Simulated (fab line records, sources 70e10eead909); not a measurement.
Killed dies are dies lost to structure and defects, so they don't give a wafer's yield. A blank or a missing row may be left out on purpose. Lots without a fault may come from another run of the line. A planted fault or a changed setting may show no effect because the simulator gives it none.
Which tool did it? | flow nand_harc | 7 lots, 21 wafers sampled, at 4 steps of a route of 1302

WHAT THE GAUGES READ, wafer by wafer
NHARC_P_M0_CD_MEAS_09: target cd 90 nm.
lot  | measured     | on        | cd_nm (nm)
L416 | day 6 17:28  | cd_sem-02 | 89.6 89.7 89.7
L417 | day 7 03:53  | cd_sem-01 | 90.0 90.5 90.2
L419 | day 8 01:58  | cd_sem-01 | 90.0 90.1 90.7
L422 | day 9 05:19  | cd_sem-01 | 89.4 89.0 89.5
L424 | day 10 04:11 | cd_sem-03 | 90.2 89.5 89.8
L427 | day 11 12:11 | cd_sem-02 | 89.6 89.6 89.6
L437 | day 15 18:38 | cd_sem-03 | 65.5 90.1 89.8

WHICH TOOL RAN EACH LOT (tool, then ch and the chambers of the sampled wafers, then the start)
lot  | NHARC_P_CONTACT_ETCH_31                       | NHARC_P_CONTACT_CVD_23                   | NHARC_P_M0_PEB_07
L416 | rie_diel-11 ch 1,2,3, day 6 17:23 or earlier  | cvd_w-02 ch 0,1, day 6 17:23 or earlier  | litho_track-06 ch 0, day 6 17:23
L417 | rie_diel-12 ch 0,2,3, day 7 03:48 or earlier  | cvd_w-01 ch 0,1, day 7 03:48 or earlier  | litho_track-06 ch 0, day 7 03:48
L419 | rie_diel-12 ch 2,3, day 8 01:53 or earlier    | cvd_w-02 ch 0, day 8 01:53 or earlier    | litho_track-06 ch 0, day 8 01:53
L422 | rie_diel-07 ch 1,3, day 9 05:14 or earlier    | cvd_w-02 ch 0,1, day 9 05:14 or earlier  | litho_track-06 ch 0, day 9 05:14
L424 | rie_diel-11 ch 2,3, day 10 04:06 or earlier   | cvd_w-01 ch 0,1, day 10 04:06 or earlier | litho_track-01 ch 0, day 10 04:06
L427 | rie_diel-12 ch 1,2, day 11 12:06 or earlier   | cvd_w-02 ch 0,1, day 11 12:06 or earlier | litho_track-04 ch 0, day 11 12:06
L437 | rie_diel-12 ch 0,2,3, day 15 18:33 or earlier | cvd_w-02 ch 1, day 15 18:33 or earlier   | litho_track-01 ch 0, day 15 18:33
- NHARC_P_CONTACT_ETCH_31: etches the open film in CH3F/O2, target depth 30 nm, time 85.7 s.
- NHARC_P_CONTACT_CVD_23: deposits W, target thk 200 nm, time 557 s.
- NHARC_P_M0_PEB_07: peb time 65 s.

THE ANSWER, worked out from the rows above alone
Rule: what is usual is taken from the lots themselves. Put in order of their means at a reading, lots are off if they are a third of the lots or fewer, leave a main group of 4 or more, and stand apart from it by a gap of 3 or more times the standard deviation of the main group's means; of several such gaps the widest counts. A main group whose means are all the same, to the digits that the tables above print for the reading, isn't used. A lot without any number at a reading at which 4 lots or more have one is off too. The other lots that the step has rows for count as sound.
Off: L437, at NHARC_P_M0_CD_MEAS_09 (cd_nm). The main group: mean 89.8 nm, standard deviation 0.34.
A tool fits if, at a process step before that reading, it ran every lot that is off, and no sound lot after the first of them. The gauges at NHARC_P_M0_CD_MEAS_09 are tried like those tools. NHARC_P_CONTACT_ETCH_31 gives no start for some lots, so the hours and the order of its lots are those of NHARC_P_M0_PEB_07. NHARC_P_CONTACT_CVD_23 gives no start for some lots, so the hours and the order of its lots are those of NHARC_P_M0_PEB_07. Can't be told from this: 4 tools fit, rie_diel-12 at NHARC_P_CONTACT_ETCH_31, cvd_w-02 at NHARC_P_CONTACT_CVD_23, litho_track-01 at NHARC_P_M0_PEB_07, cd_sem-03 at NHARC_P_M0_CD_MEAS_09.

WHAT THE SIMULATOR HAD PUT IN
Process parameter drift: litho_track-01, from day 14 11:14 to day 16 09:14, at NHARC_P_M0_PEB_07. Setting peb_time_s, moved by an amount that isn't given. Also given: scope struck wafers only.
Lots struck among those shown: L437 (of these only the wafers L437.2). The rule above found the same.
